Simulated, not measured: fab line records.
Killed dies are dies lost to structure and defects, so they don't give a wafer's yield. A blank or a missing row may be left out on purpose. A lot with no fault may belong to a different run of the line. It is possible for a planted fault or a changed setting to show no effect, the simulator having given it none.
The tool behind it: which one? | flow n5Finfet | Sampling: 9 lots, 27 wafers, 8 of 1938 route steps

## WHAT EACH GAUGE READ, for each wafer
N5_BEOL_M0_INSPECT_127: inspects for defects (darkfield). Usual: rawDefectCount reads 59 (standard deviation 22).
lot  | measured     | on               | rawDefectCount | flag
L870 | day 7 14:20  | defectInspect-02 | 43 47 51       | 
L871 | day 7 17:35  | defectInspect-02 | 45 40 35       | 
L872 | day 7 19:50  | defectInspect-02 | 112 63 128     | 
L873 | day 7 22:00  | defectInspect-01 | 66 47 76       | 
L878 | day 9 10:46  | defectInspect-02 | 406 361 333    | OFF
L881 | day 10 00:07 | defectInspect-02 | 362 404 325    | OFF
L884 | day 10 18:02 | defectInspect-01 | 49 54 78       | 
L885 | day 10 20:30 | defectInspect-02 | 69 35 51       | 
L888 | day 12 00:22 | defectInspect-02 | 43 54 40       | 

N5_BEOL_M1_INSPECT_13: inspects for defects (brightfield). Usual: rawDefectCount reads 349 (standard deviation 75).
lot  | measured     | on               | rawDefectCount | flag
L870 | day 7 15:32  | defectInspect-02 | 291 409 332    | 
L871 | day 7 19:02  | defectInspect-02 | 216 253 326    | 
L872 | day 7 22:07  | defectInspect-01 | 391 280 505    | 
L873 | day 8 00:58  | defectInspect-01 | 335 332 393    | 
L878 | day 9 13:23  | defectInspect-02 | 643 565 647    | OFF
L881 | day 10 01:11 | defectInspect-02 | 635 696 599    | OFF
L884 | day 10 19:16 | defectInspect-01 | 342 403 301    | 
L885 | day 11 00:05 | defectInspect-02 | 403 410 348    | 
L888 | day 12 02:50 | defectInspect-01 | 370 439 450    | 

N5_BEOL_M1_INSPECT_30: inspects for defects (brightfield). Usual: rawDefectCount reads 348 (standard deviation 75).
lot  | measured     | on               | rawDefectCount | flag
L870 | day 7 16:39  | defectInspect-01 | 294 416 345    | 
L871 | day 7 20:00  | defectInspect-01 | 234 275 343    | 
L872 | day 7 22:59  | defectInspect-02 | 414 284 470    | 
L873 | day 8 01:53  | defectInspect-02 | 339 340 366    | 
L878 | day 9 14:30  | defectInspect-01 | 659 583 661    | OFF
L881 | day 10 02:13 | defectInspect-01 | 640 734 599    | OFF
L884 | day 10 20:08 | defectInspect-02 | 314 363 288    | 
L885 | day 11 01:05 | defectInspect-01 | 466 427 374    | 
L888 | day 12 04:04 | defectInspect-01 | 370 450 430    | 

N5_BEOL_M4_RC_MEAS_101. Usual: DIBL_N 36.3 mV/V, standard deviation 1.8; DIBL_P 36.5 mV/V, standard deviation 2.1; IOFF_N 0.16 nA/um, standard deviation 0.031; IOFF_P 0.22 nA/um, standard deviation 0.038; ION_N 677 uA/um, standard deviation 12; ION_P 466 uA/um, standard deviation 7.8; SS_N 71.5 mV/dec, standard deviation 0.61; SS_P 73.2 mV/dec, standard deviation 0.7; VT_N 249 mV, standard deviation 3; VT_P -248.9 mV, standard deviation 3.
lot  | measured     | on        | DIBL_N (mV/V)  | DIBL_P (mV/V)  | IOFF_N (nA/um) | IOFF_P (nA/um) | ION_N (uA/um) | ION_P (uA/um) | SS_N (mV/dec)  | SS_P (mV/dec)  | VT_N (mV)   | VT_P (mV)            | flag
L870 | day 10 15:43 | prober-01 | 38.0 38.9 37.6 | 38.8 39.3 37.4 | 0.20 0.21 0.17 | 0.24 0.25 0.22 | 697 705 679   | 470 468 458   | 72.1 71.5 71.4 | 74.1 74.0 74.1 | 246 246 249 | -249.7 -250.0 -252.2 | 
L871 | day 10 13:41 | prober-01 | 35.2 39.7 40.4 | 34.4 39.6 41.0 | 0.14 0.22 0.24 | 0.19 0.26 0.30 | 678 673 703   | 469 460 474   | 71.7 72.0 71.7 | 72.3 74.2 74.4 | 249 247 242 | -249.9 -245.4 -245.9 | 
L872 | day 10 01:01 | prober-02 | 35.5 34.6 39.3 | 37.0 35.8 42.0 | 0.17 0.15 0.28 | 0.27 0.24 0.38 | 689 687 708   | 478 480 488   | 71.1 71.0 72.2 | 73.5 72.2 73.6 | 246 249 238 | -243.1 -246.4 -240.6 | 
L873 | day 10 10:07 | prober-02 | 36.3 34.8 38.2 | 36.3 34.0 39.1 | 0.14 0.12 0.18 | 0.18 0.15 0.22 | 665 664 693   | 455 455 465   | 71.3 71.0 70.9 | 73.1 72.9 74.1 | 252 256 249 | -255.5 -258.4 -252.0 | 
L878 | day 11 23:54 | prober-01 | 37.1 38.7 38.9 | 35.6 37.7 38.3 | 0.15 0.19 0.18 | 0.21 0.25 0.27 | 672 687 679   | 465 471 467   | 72.3 72.5 72.9 | 73.7 73.8 73.5 | 253 250 250 | -248.6 -247.8 -247.4 | 
L881 | day 12 03:20 | prober-01 | 36.0 35.6 37.9 | 35.1 34.4 37.3 | 0.14 0.13 0.18 | 0.21 0.20 0.24 | 665 664 685   | 461 459 462   | 70.5 71.0 71.1 | 71.8 72.4 73.0 | 251 253 249 | -251.0 -252.6 -247.0 | 
L884 | day 12 20:28 | prober-01 | 38.0 38.1 37.2 | 37.9 39.2 37.7 | 0.18 0.18 0.17 | 0.22 0.24 0.21 | 666 680 685   | 456 475 466   | 71.7 72.4 71.8 | 74.5 73.8 73.5 | 249 248 246 | -250.5 -251.5 -250.0 | 
L885 | day 13 12:35 | prober-02 | 33.1 34.5 35.5 | 33.0 34.4 35.7 | 0.12 0.14 0.16 | 0.19 0.21 0.23 | 661 685 669   | 466 470 469   | 70.7 70.8 70.9 | 71.9 73.4 72.7 | 255 251 248 | -247.7 -247.6 -248.0 | 
L888 | day 14 01:23 | prober-01 | 34.1 34.1 38.3 | 35.5 34.8 40.8 | 0.14 0.14 0.23 | 0.20 0.19 0.31 | 680 661 698   | 469 457 477   | 71.8 71.4 71.7 | 72.6 72.4 73.5 | 250 249 245 | -250.0 -249.1 -246.5 | 

## EACH LOT AND THE TOOL THAT RAN IT (in order: tool; ch and the chambers of the sampled wafers; start)
lot  | N5_BEOL_M0_SPUTTER_132      | N5_BEOL_M0_PRE_CLEAN_131        | N5_BEOL_M0_CO_CAP_123           | N5_BEOL_M0_PRE_CLEAN_124
L870 | pvdSputter-02, day 7 12:59  | cvdCo-02 ch 0,1, day 7 14:04    | cvdCo-02 ch 0,1, day 7 14:06    | pecvd-02 ch 1,2, day 7 14:11
L871 | pvdSputter-03, day 7 16:16  | cvdCo-02 ch 1,2, day 7 17:20    | cvdCo-02 ch 1,2, day 7 17:22    | pecvd-03 ch 0,1, day 7 17:28
L872 | pvdSputter-01, day 7 18:29  | cvdCo-02 ch 0,1, day 7 19:35    | cvdCo-02 ch 0,1, day 7 19:37    | pecvd-03 ch 0,2, day 7 19:43
L873 | pvdSputter-02, day 7 20:37  | cvdCo-02 ch 0,1,2, day 7 21:45  | cvdCo-02 ch 0,1,2, day 7 21:47  | pecvd-01 ch 0,1, day 7 21:53
L878 | pvdSputter-01, day 9 09:13  | cvdCo-02 ch 1,2, day 9 10:31    | cvdCo-02 ch 1,2, day 9 10:34    | pecvd-02 ch 0,1,2, day 9 10:39
L881 | pvdSputter-02, day 9 22:06  | cvdCo-01 ch 1,2, day 9 23:48    | cvdCo-01 ch 1,2, day 9 23:52    | pecvd-02 ch 0,2, day 9 23:59
L884 | pvdSputter-01, day 10 14:48 | cvdCo-01 ch 0,1, day 10 17:46   | cvdCo-01 ch 0,1, day 10 17:48   | pecvd-03 ch 0,1,2, day 10 17:54
L885 | pvdSputter-03, day 10 19:08 | cvdCo-01 ch 0,1, day 10 20:15   | cvdCo-01 ch 0,1, day 10 20:17   | pecvd-03 ch 0,1,2, day 10 20:23
L888 | pvdSputter-03, day 11 22:59 | cvdCo-02 ch 0,1,2, day 12 00:08 | cvdCo-02 ch 0,1,2, day 12 00:12 | pecvd-03 ch 0,1,2, day 12 00:16
- N5_BEOL_M0_SPUTTER_132: material Cu, target thk 4 nm, time 7.37 s.
- N5_BEOL_M0_PRE_CLEAN_131: time 15 s.
- N5_BEOL_M0_CO_CAP_123: material Co, precursor CCTBA/H2, target thk 2 nm, time 102.1 s.
- N5_BEOL_M0_PRE_CLEAN_124: time 15 s.

## WHAT THE TOOLS THEMSELVES READ (means of the sampled wafers that have a number; where no wafer has one, the mark that the record gives instead)
N5_BEOL_M0_SPUTTER_132. Usual: chuckSensorTempC -16.1 C, standard deviation 0.39; throttleValvePct 30.0 %, standard deviation 0.99.
lot  | tool          | chuckSensorTempC (C) | throttleValvePct (%) | flag
L870 | pvdSputter-02 | -16.0                | 30.3                 | 
L871 | pvdSputter-03 | -16.4                | 30.2                 | 
L872 | pvdSputter-01 | -16.4                | 30.3                 | 
L873 | pvdSputter-02 | -15.8                | 28.7                 | 
L878 | pvdSputter-01 | -16.4                | 30.1                 | 
L881 | pvdSputter-02 | -15.9                | 29.1                 | 
L884 | pvdSputter-01 | -16.1                | 30.1                 | 
L885 | pvdSputter-03 | -16.3                | 29.6                 | 
L888 | pvdSputter-03 | -15.9                | 30.0                 | 

N5_BEOL_M0_PRE_CLEAN_131. Usual: heaterPowerW reads 85 W (standard deviation 12).
lot  | tool     | heaterPowerW (W) | flag
L870 | cvdCo-02 | 77               | 
L871 | cvdCo-02 | 88               | 
L872 | cvdCo-02 | 79               | 
L873 | cvdCo-02 | 83               | 
L878 | cvdCo-02 | 88               | 
L881 | cvdCo-01 | 87               | 
L884 | cvdCo-01 | 98               | 
L885 | cvdCo-01 | 98               | 
L888 | cvdCo-02 | 84               | 

N5_BEOL_M0_CO_CAP_123. Usual: heaterPowerW reads 236 W (standard deviation 15).
lot  | tool     | heaterPowerW (W) | flag
L870 | cvdCo-02 | 226              | 
L871 | cvdCo-02 | 237              | 
L872 | cvdCo-02 | 227              | 
L873 | cvdCo-02 | 233              | 
L878 | cvdCo-02 | 240              | 
L881 | cvdCo-01 | 239              | 
L884 | cvdCo-01 | 249              | 
L885 | cvdCo-01 | 252              | 
L888 | cvdCo-02 | 237              | 

## THE ANSWER, worked out from the rows above alone
Rule: a lot counts as off when the mean over its wafers that have a number is more than 3 standard deviations away from the usual mean. Also off: a lot with no number at a reading for which 4 or more lots have one. All remaining lots with rows at the step are treated as sound. First the gauges in route order, then the tools' own readings, where a lot's mean is used as printed above. The first step at which some lot is off is used, and at that step the reading that is off furthest; a lot without a number counts as furthest.
Off at N5_BEOL_M0_INSPECT_127 (rawDefectCount): L878, L881.
A tool fits if, at a process step before that reading, it ran every lot that is off, and no sound lot after the first of them. The gauges at N5_BEOL_M0_INSPECT_127 aren't tried: what is off there is off at N5_BEOL_M1_INSPECT_30 too, on other tools, and a gauge's error can't cause that. One fits: N5_BEOL_M0_PRE_CLEAN_124 on pecvd-02. A fault onset in the window from L870 (day 7 14:11, its last sound lot) to L878 (day 9 10:39, its first lot off) fits.

## WHAT THE SIMULATOR HAD PUT IN
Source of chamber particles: pecvd-02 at N5_BEOL_M0_PRE_CLEAN_124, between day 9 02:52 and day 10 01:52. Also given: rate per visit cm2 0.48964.
Shown lots that were struck: L878, L881. This agrees with what the rule above found.
